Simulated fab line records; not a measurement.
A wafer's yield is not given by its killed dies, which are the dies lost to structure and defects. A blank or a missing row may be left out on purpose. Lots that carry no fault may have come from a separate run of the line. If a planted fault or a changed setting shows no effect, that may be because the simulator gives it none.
A struck lot beside a sound one    flow nand-harc    18 steps out of a route of 1302
Sound: wafers L719.1, L719.3, L719.6. The struck wafers were L727.3, L727.5, L727.6. The cause comes at the end.
Each step with rows lists, per side, the tool, then ch with its chambers, then its first start. Under that, the readings that differ: sound wafers    struck wafers    difference of the means    sigmas: that difference in standard deviations of wafers without a fault.
alike: a reading whose means differ by less than 2 such deviations, as well as words and numbers matching on both sides. not compared: withheld readings; readings where some wafer has no value; bounds like >300 that might hide an equal value; numbers whose values overlap and for which the record gives no deviation.
Wherever a step has rows on one side only, a row that says differs or no value, or a row with sigmas, the two part there. Numbers that don't overlap but have no deviation are shown without sigmas and don't part them. A reading missing from all wafers of one side parts the sides only when that side holds two or more wafers.

NHARC_P_GATE_CD_MEAS_46: the cd target is 720 nm.
  sound on cd-sem-03 ch 0, day 5 07:35; struck on cd-sem-02 ch 0, day 8 20:48
  alike: cd-nm
then, 1 step without rows for these wafers: NHARC_P_GATE_HARDBAKE_47 (time 80 s).
NHARC_P_GATE_DESCUM_48: chemistry O2, time 3 s.
  sound on rie-diel-10 ch 1,3, day 5 07:44; struck on rie-diel-10 ch 1,2,3, day 8 20:59
  alike: drypump-motor-current-A, oes-product-au, rf-vpp-V, showerhead-plenum-p-Torr, throttle-valve-pct
  not compared: rf-hours-counter-h
next, for these wafers, 1 step has no rows: NHARC_P_GATE_IMPLANT_49.
NHARC_P_GATE_STRIP_111: strips in N2/H2, time 250 s.
  sound on plasma-asher-01 ch 0,1, day 5 08:07; struck on plasma-asher-02 ch 0,1, day 8 21:25
  alike: drypump-motor-current-A, heater-power-w
  not compared: rf-hours-counter-h
NHARC_P_GATE_STRIP_75: strips in O2.
  sound on plasma-asher-01 ch 0,1, day 5 08:24; struck on plasma-asher-02 ch 0,1, day 8 21:38
  alike: drypump-motor-current-A, heater-power-w
  not compared: rf-hours-counter-h
then, 6 steps without rows for these wafers: NHARC_P_GATE_STRIP_50 (strips in SPM, time 900 s); NHARC_P_GATE_DEHYDRATE_51 (time 120 s); NHARC_P_GATE_HMDS_52 (time 30 s); NHARC_P_GATE_COAT_53; NHARC_P_GATE_SOFTBAKE_54 (time 95 s); NHARC_P_GATE_EBR_55.
NHARC_P_GATE_EXPOSE_56: exposes mask P PSD, target cd 720 nm.
  sound on krf-scanner-04 ch 0, day 5 09:10; struck on krf-scanner-02 ch 0, day 8 22:24
reading               sound                 struck                difference  sigmas
exposure-dose-mJ-cm2  14.802 14.813 14.813  10.801 10.811 10.807  -4.003      -99 or more
  alike: mask
then, 2 steps without rows for these wafers: NHARC_P_GATE_PEB_57 (peb time 85 s); NHARC_P_GATE_DEVELOP_58 (time 70 s).
NHARC_P_GATE_CD_MEAS_59: the cd target is 720 nm.
  sound on cd-sem-02 ch 0, day 5 09:20; struck on cd-sem-01 ch 0, day 8 22:33
reading     sound              struck             difference  sigmas
cd-nm (nm)  721.3 721.6 721.6  667.5 667.5 666.8  -54.2       -30
then, 1 step without rows for these wafers: NHARC_P_GATE_HARDBAKE_60 (time 80 s).
-- jump in the record: it breaks off in module P_GATE and resumes in module END (first step shown: number 1302 of the route), and 19 days separate the struck wafers' starts before and after --
NHARC_END_SORT_01:
  only the struck wafers appear in the record here, on prober-02 ch 0 at day 28 01:10; the sound ones have no rows

## WHERE THEY PART
At NHARC_P_GATE_EXPOSE_56 first; at NHARC_END_SORT_01 last (within this record only).

WHY: what the simulator had put in
Process parameters drifting: krf-scanner-02 at NHARC_P_GATE_EXPOSE_56, beginning at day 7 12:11. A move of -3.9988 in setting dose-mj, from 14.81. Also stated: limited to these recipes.
